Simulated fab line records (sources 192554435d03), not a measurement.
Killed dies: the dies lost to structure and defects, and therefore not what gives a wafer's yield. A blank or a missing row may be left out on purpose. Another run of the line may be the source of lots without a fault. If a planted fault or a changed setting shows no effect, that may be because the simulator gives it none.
Which tool is to blame? / flow n5-finfet / 8 lots, 23 wafers sampled, at 7 steps of a route of 1938

== WHAT EACH GAUGE READ, for each wafer ==
N5_BEOL_M4_RC_MEAS_101. Usual: DIBL_N 36.5 mV/V, standard deviation 2; DIBL_P 36.5 mV/V, standard deviation 2.3; IOFF_N 0.16 nA/um, standard deviation 0.036; IOFF_P 0.21 nA/um, standard deviation 0.037; ION_N 672 uA/um, standard deviation 12; ION_P 459 uA/um, standard deviation 7.1; SS_N 71.6 mV/dec, standard deviation 0.73; SS_P 73.4 mV/dec, standard deviation 0.76; VT_N 250 mV, standard deviation 3.3; VT_P -250.5 mV, standard deviation 2.9.
lot=L283; measured=day 8 14:59; on=prober-02; DIBL_N (mV/V)=31.8 33.0 34.4; DIBL_P (mV/V)=34.0 34.7 37.4; IOFF_N (nA/um)=0.12 0.13 0.16; IOFF_P (nA/um)=0.17 0.17 0.20; ION_N (uA/um)=671 659 675; ION_P (uA/um)=462 450 461; SS_N (mV/dec)=71.2 70.6 70.9; SS_P (mV/dec)=72.4 72.4 73.5; VT_N (mV)=252 254 250; VT_P (mV)=-250.3 -253.8 -249.8; flag=
lot=L285; measured=day 8 18:32; on=prober-01; DIBL_N (mV/V)=36.6 36.1 38.4; DIBL_P (mV/V)=33.7 33.6 36.9; IOFF_N (nA/um)=0.13 0.13 0.17; IOFF_P (nA/um)=0.17 0.18 0.22; ION_N (uA/um)=661 668 687; ION_P (uA/um)=458 455 471; SS_N (mV/dec)=71.9 70.7 72.0; SS_P (mV/dec)=72.1 72.0 73.1; VT_N (mV)=251 251 245; VT_P (mV)=-253.6 -250.0 -247.1; flag=
lot=L289; measured=day 9 09:58; on=prober-02; DIBL_N (mV/V)=37.3 36.1 35.4; DIBL_P (mV/V)=35.9 35.1 33.9; IOFF_N (nA/um)=0.20 0.18 0.17; IOFF_P (nA/um)=0.24 0.24 0.21; ION_N (uA/um)=665 679 689; ION_P (uA/um)=450 467 470; SS_N (mV/dec)=71.8 71.3 71.3; SS_P (mV/dec)=73.2 73.1 73.8; VT_N (mV)=244 249 246; VT_P (mV)=-250.3 -250.9 -248.8; flag=
lot=L291; measured=day 10 11:02; on=prober-01; DIBL_N (mV/V)=36.7 34.2 36.2; DIBL_P (mV/V)=35.7 33.3 34.4; IOFF_N (nA/um)=0.15 0.12 0.14; IOFF_P (nA/um)=0.18 0.16 0.17; ION_N (uA/um)=670 660 665; ION_P (uA/um)=459 451 450; SS_N (mV/dec)=70.9 70.6 70.7; SS_P (mV/dec)=73.6 72.8 73.2; VT_N (mV)=249 252 250; VT_P (mV)=-253.0 -255.4 -252.7; flag=
lot=L294; measured=day 11 20:26; on=prober-02; DIBL_N (mV/V)=36.6 37.1 34.2; DIBL_P (mV/V)=37.2 38.2 34.3; IOFF_N (nA/um)=0.17 0.18 0.12; IOFF_P (nA/um)=0.23 0.26 0.18; ION_N (uA/um)=676 684 663; ION_P (uA/um)=463 472 460; SS_N (mV/dec)=71.1 71.7 70.6; SS_P (mV/dec)=73.9 74.3 72.4; VT_N (mV)=250 246 255; VT_P (mV)=-246.2 -246.0 -249.6; flag=
lot=L299; measured=day 11 22:42; on=prober-02; DIBL_N (mV/V)=37.0 37.3; DIBL_P (mV/V)=35.9 35.8; IOFF_N (nA/um)=0.15 0.14; IOFF_P (nA/um)=0.20 0.21; ION_N (uA/um)=671 660; ION_P (uA/um)=459 457; SS_N (mV/dec)=72.1 71.6; SS_P (mV/dec)=73.0 72.7; VT_N (mV)=251 251; VT_P (mV)=-251.3 -249.5; flag=
lot=L301; measured=day 12 10:17; on=prober-02; DIBL_N (mV/V)=35.3 35.1 36.7; DIBL_P (mV/V)=33.9 33.6 35.6; IOFF_N (nA/um)=0.13 0.13 0.15; IOFF_P (nA/um)=0.20 0.19 0.23; ION_N (uA/um)=667 671 679; ION_P (uA/um)=463 464 470; SS_N (mV/dec)=70.7 70.4 71.5; SS_P (mV/dec)=72.7 72.4 73.3; VT_N (mV)=253 252 249; VT_P (mV)=-247.5 -250.6 -247.3; flag=
lot=L304; measured=day 13 09:34; on=prober-01; DIBL_N (mV/V)=39.5 36.8 34.2; DIBL_P (mV/V)=41.0 37.8 34.2; IOFF_N (nA/um)=0.23 0.18 0.12; IOFF_P (nA/um)=0.29 0.24 0.17; ION_N (uA/um)=697 688 664; ION_P (uA/um)=475 464 459; SS_N (mV/dec)=71.6 71.4 71.0; SS_P (mV/dec)=74.7 73.5 72.8; VT_N (mV)=243 246 254; VT_P (mV)=-246.4 -246.8 -250.7; flag=

N5_BEOL_M9_THK_MEAS_53: measures by xrf. Usual: for M9_THK the level is 141 nm and the standard deviation is 3.1.
lot=L283; measured=day 10 14:37; on=film-metro-01; M9_THK (nm)=133 143 135; flag=
lot=L285; measured=day 11 03:21; on=film-metro-01; M9_THK (nm)=138 143 141; flag=
lot=L289; measured=day 11 08:16; on=film-metro-01; M9_THK (nm)=145 147 147; flag=
lot=L291; measured=day 12 15:12; on=film-metro-02; M9_THK (nm)=145 137 145; flag=
lot=L294; measured=day 14 01:53; on=film-metro-01; M9_THK (nm)=145 140 142; flag=
lot=L299; measured=day 14 05:17; on=film-metro-01; M9_THK (nm)=254 141; flag=OFF
lot=L301; measured=day 14 13:32; on=film-metro-01; M9_THK (nm)=140 140 144; flag=
lot=L304; measured=day 15 14:20; on=film-metro-02; M9_THK (nm)=143 140 138; flag=

N5_BEOL_M9_INSPECT_58: inspects for defects (darkfield). Usual: raw-defect-count reads 70 (standard deviation 24).
lot=L283; measured=day 10 14:49; on=defect-inspect-01; raw-defect-count=97 76 58; flag=
lot=L285; measured=day 11 03:31; on=defect-inspect-02; raw-defect-count=70 48 46; flag=
lot=L289; measured=day 11 08:26; on=defect-inspect-02; raw-defect-count=40 44 31; flag=
lot=L291; measured=day 12 15:22; on=defect-inspect-01; raw-defect-count=128 96 108; flag=
lot=L294; measured=day 14 02:03; on=defect-inspect-02; raw-defect-count=71 110 87; flag=
lot=L299; measured=day 14 05:26; on=defect-inspect-01; raw-defect-count=4290 37; flag=OFF
lot=L301; measured=day 14 13:41; on=defect-inspect-01; raw-defect-count=81 67 54; flag=
lot=L304; measured=day 15 14:30; on=defect-inspect-01; raw-defect-count=105 37 48; flag=

== WHAT TOOL EACH LOT RAN ON (gives the tool, then ch and the chambers of the sampled wafers, and finally the start) ==
lot=L283; N5_BEOL_M9_ETCH_76=rie-diel-02 ch 0,3, day 10 12:16; N5_BEOL_M9_DEGAS_44=pvd-sputter-02, day 10 13:12; N5_BEOL_M9_ALD_74=ald-metal-01 ch 1,2,3, day 10 13:18; N5_BEOL_M9_CMP_52=cmp-01 ch 0,1,2, day 10 14:24
lot=L285; N5_BEOL_M9_ETCH_76=rie-diel-04 ch 0,1,2, day 11 00:46; N5_BEOL_M9_DEGAS_44=pvd-sputter-02, day 11 01:43; N5_BEOL_M9_ALD_74=ald-metal-03 ch 0,1,2, day 11 01:50; N5_BEOL_M9_CMP_52=cmp-01 ch 0,1,3, day 11 03:08
lot=L289; N5_BEOL_M9_ETCH_76=rie-diel-02 ch 2,3, day 11 03:04; N5_BEOL_M9_DEGAS_44=pvd-sputter-03, day 11 06:16; N5_BEOL_M9_ALD_74=ald-metal-02 ch 0,1, day 11 06:26; N5_BEOL_M9_CMP_52=cmp-04 ch 0,2,3, day 11 08:01
lot=L291; N5_BEOL_M9_ETCH_76=rie-diel-02 ch 1,2,3, day 12 10:46; N5_BEOL_M9_DEGAS_44=pvd-sputter-01, day 12 12:04; N5_BEOL_M9_ALD_74=ald-metal-03 ch 0,1, day 12 12:14; N5_BEOL_M9_CMP_52=cmp-04 ch 0,3, day 12 14:56
lot=L294; N5_BEOL_M9_ETCH_76=rie-diel-02 ch 0,3, day 13 21:11; N5_BEOL_M9_DEGAS_44=pvd-sputter-01, day 13 22:14; N5_BEOL_M9_ALD_74=ald-metal-03 ch 0,2, day 13 22:27; N5_BEOL_M9_CMP_52=cmp-01 ch 1,2, day 14 01:38
lot=L299; N5_BEOL_M9_ETCH_76=rie-diel-04 ch 0, day 14 00:47; N5_BEOL_M9_DEGAS_44=pvd-sputter-01, day 14 01:43; N5_BEOL_M9_ALD_74=ald-metal-02 ch 0,3, day 14 01:59; N5_BEOL_M9_CMP_52=cmp-04 ch 2,3, day 14 05:06
lot=L301; N5_BEOL_M9_ETCH_76=rie-diel-04 ch 1,2,3, day 14 07:40; N5_BEOL_M9_DEGAS_44=pvd-sputter-02, day 14 09:02; N5_BEOL_M9_ALD_74=ald-metal-02 ch 0,1,2, day 14 09:08; N5_BEOL_M9_CMP_52=cmp-03 ch 1,2,3, day 14 13:19
lot=L304; N5_BEOL_M9_ETCH_76=rie-diel-03 ch 0,1,3, day 15 11:32; N5_BEOL_M9_DEGAS_44=pvd-sputter-03, day 15 12:31; N5_BEOL_M9_ALD_74=ald-metal-01 ch 0,2,3, day 15 12:37; N5_BEOL_M9_CMP_52=cmp-01 ch 0,1,2, day 15 14:09
- N5_BEOL_M9_ETCH_76: etches underlayer in N2/H2, target depth 6.5 nm, time 5.2 s.
- N5_BEOL_M9_DEGAS_44: time 60 s.
- N5_BEOL_M9_ALD_74: deposits TaN, target thk 2 nm, pulse time 2 s, purge time 3 s.
- N5_BEOL_M9_CMP_52: polishes, stops on SiCOH lowk, t overpolish 7 s, target thk 140 nm.

== WHAT THE TOOLS THEMSELVES READ (means of the sampled wafers that have a number; where no wafer has one, the mark that the record gives instead) ==
N5_BEOL_M9_ETCH_76. Usual: drypump-motor-current-A 5.8 A, standard deviation 0.58; etch-rf-on-time-s 5.21 s, standard deviation 0.094; oes-product-au 0.66 a.u., standard deviation 0.072; rf-vpp-V 523.0 V, standard deviation 2.6; showerhead-plenum-p-Torr 2.51 Torr, standard deviation 0.079; throttle-valve-pct 17.76 %, standard deviation 0.27.
lot=L283; tool=rie-diel-02; drypump-motor-current-A (A)=6.0; etch-rf-on-time-s (s)=5.29; oes-product-au (a.u.)=0.63; rf-vpp-V (V)=525.7; showerhead-plenum-p-Torr (Torr)=2.57; throttle-valve-pct (%)=18.11; flag=
lot=L285; tool=rie-diel-04; drypump-motor-current-A (A)=5.5; etch-rf-on-time-s (s)=5.33; oes-product-au (a.u.)=0.65; rf-vpp-V (V)=520.4; showerhead-plenum-p-Torr (Torr)=2.45; throttle-valve-pct (%)=17.70; flag=
lot=L289; tool=rie-diel-02; drypump-motor-current-A (A)=5.9; etch-rf-on-time-s (s)=5.03; oes-product-au (a.u.)=0.74; rf-vpp-V (V)=521.7; showerhead-plenum-p-Torr (Torr)=2.50; throttle-valve-pct (%)=17.42; flag=
lot=L291; tool=rie-diel-02; drypump-motor-current-A (A)=6.0; etch-rf-on-time-s (s)=5.18; oes-product-au (a.u.)=0.67; rf-vpp-V (V)=523.8; showerhead-plenum-p-Torr (Torr)=2.56; throttle-valve-pct (%)=17.73; flag=
lot=L294; tool=rie-diel-02; drypump-motor-current-A (A)=6.0; etch-rf-on-time-s (s)=5.28; oes-product-au (a.u.)=0.77; rf-vpp-V (V)=523.8; showerhead-plenum-p-Torr (Torr)=2.56; throttle-valve-pct (%)=17.84; flag=
lot=L299; tool=rie-diel-04; drypump-motor-current-A (A)=5.9; etch-rf-on-time-s (s)=5.22; oes-product-au (a.u.)=0.61; rf-vpp-V (V)=519.1; showerhead-plenum-p-Torr (Torr)=2.35; throttle-valve-pct (%)=17.96; flag=
lot=L301; tool=rie-diel-04; drypump-motor-current-A (A)=5.6; etch-rf-on-time-s (s)=5.23; oes-product-au (a.u.)=0.63; rf-vpp-V (V)=523.0; showerhead-plenum-p-Torr (Torr)=2.49; throttle-valve-pct (%)=17.69; flag=
lot=L304; tool=rie-diel-03; drypump-motor-current-A (A)=5.7; etch-rf-on-time-s (s)=5.19; oes-product-au (a.u.)=0.72; rf-vpp-V (V)=523.8; showerhead-plenum-p-Torr (Torr)=2.55; throttle-valve-pct (%)=17.63; flag=

N5_BEOL_M9_DEGAS_44. Usual: heater-power-w reads 334 W (standard deviation 23).
lot=L283; tool=pvd-sputter-02; heater-power-w (W)=350; flag=
lot=L285; tool=pvd-sputter-02; heater-power-w (W)=346; flag=
lot=L289; tool=pvd-sputter-03; heater-power-w (W)=314; flag=
lot=L291; tool=pvd-sputter-01; heater-power-w (W)=328; flag=
lot=L294; tool=pvd-sputter-01; heater-power-w (W)=329; flag=
lot=L299; tool=pvd-sputter-01; heater-power-w (W)=334; flag=
lot=L301; tool=pvd-sputter-02; heater-power-w (W)=356; flag=
lot=L304; tool=pvd-sputter-03; heater-power-w (W)=301; flag=

N5_BEOL_M9_ALD_74. Usual: heater-power-w reads 403 W (standard deviation 48).
lot=L283; tool=ald-metal-01; heater-power-w (W)=400; flag=
lot=L285; tool=ald-metal-03; heater-power-w (W)=429; flag=
lot=L289; tool=ald-metal-02; heater-power-w (W)=388; flag=
lot=L291; tool=ald-metal-03; heater-power-w (W)=404; flag=
lot=L294; tool=ald-metal-03; heater-power-w (W)=479; flag=
lot=L299; tool=ald-metal-02; heater-power-w (W)=376; flag=
lot=L301; tool=ald-metal-02; heater-power-w (W)=402; flag=
lot=L304; tool=ald-metal-01; heater-power-w (W)=375; flag=

N5_BEOL_M9_CMP_52. Usual: barrier-field-endpoint-s 28.6 s, standard deviation 0.72; motor-current-A 6.3 A, standard deviation 0.59; overpolish-run-s 7.000 s, standard deviation 0.0091; slurry-filter-dp-kPa 13.49 kPa, standard deviation 0.14; time-to-endpoint-s 65 s, standard deviation 3.2.
lot=L283; tool=cmp-01; barrier-field-endpoint-s (s)=28.6; motor-current-A (A)=5.9; overpolish-run-s (s)=7.001; slurry-filter-dp-kPa (kPa)=13.51; time-to-endpoint-s (s)=62; flag=
lot=L285; tool=cmp-01; barrier-field-endpoint-s (s)=29.0; motor-current-A (A)=6.2; overpolish-run-s (s)=7.000; slurry-filter-dp-kPa (kPa)=13.39; time-to-endpoint-s (s)=68; flag=
lot=L289; tool=cmp-04; barrier-field-endpoint-s (s)=29.0; motor-current-A (A)=6.7; overpolish-run-s (s)=7.003; slurry-filter-dp-kPa (kPa)=13.43; time-to-endpoint-s (s)=66; flag=
lot=L291; tool=cmp-04; barrier-field-endpoint-s (s)=28.6; motor-current-A (A)=6.7; overpolish-run-s (s)=7.001; slurry-filter-dp-kPa (kPa)=13.64; time-to-endpoint-s (s)=65; flag=
lot=L294; tool=cmp-01; barrier-field-endpoint-s (s)=28.3; motor-current-A (A)=6.4; overpolish-run-s (s)=7.000; slurry-filter-dp-kPa (kPa)=13.60; time-to-endpoint-s (s)=60; flag=
lot=L299; tool=cmp-04; barrier-field-endpoint-s (s)=37.8; motor-current-A (A)=6.8; overpolish-run-s (s)=3.527; slurry-filter-dp-kPa (kPa)=13.20; time-to-endpoint-s (s)=78; flag=OFF
lot=L301; tool=cmp-03; barrier-field-endpoint-s (s)=29.1; motor-current-A (A)=6.4; overpolish-run-s (s)=6.996; slurry-filter-dp-kPa (kPa)=13.61; time-to-endpoint-s (s)=68; flag=
lot=L304; tool=cmp-01; barrier-field-endpoint-s (s)=27.4; motor-current-A (A)=6.0; overpolish-run-s (s)=6.997; slurry-filter-dp-kPa (kPa)=13.43; time-to-endpoint-s (s)=62; flag=

== THE ANSWER, worked out from the rows above alone ==
Rule: take the mean of a lot's wafers that have a number; if it is more than 3 standard deviations from the usual mean, the lot is off. A lot without any number at a reading at which 4 lots or more have one is off too. Any other lot the step has rows for is counted as sound. First the gauges in route order, then the tools' own readings, where a lot's mean is used as printed above. The first step at which some lot is off is used, and at that step the reading that is off furthest; a lot without a number counts as furthest.
Off: at N5_BEOL_M9_THK_MEAS_53 (M9_THK), L299.
A tool fits if, at a process step before that reading, it ran every lot that is off, and no sound lot after the first of them. The gauges at N5_BEOL_M9_THK_MEAS_53 aren't tried: what is off there is off at N5_BEOL_M9_INSPECT_58 too, on other tools, and a gauge's error can't cause that. This does not decide it: 2 tools fit, namely pvd-sputter-01 at N5_BEOL_M9_DEGAS_44 and cmp-04 at N5_BEOL_M9_CMP_52.

== WHAT THE SIMULATOR HAD PUT IN ==
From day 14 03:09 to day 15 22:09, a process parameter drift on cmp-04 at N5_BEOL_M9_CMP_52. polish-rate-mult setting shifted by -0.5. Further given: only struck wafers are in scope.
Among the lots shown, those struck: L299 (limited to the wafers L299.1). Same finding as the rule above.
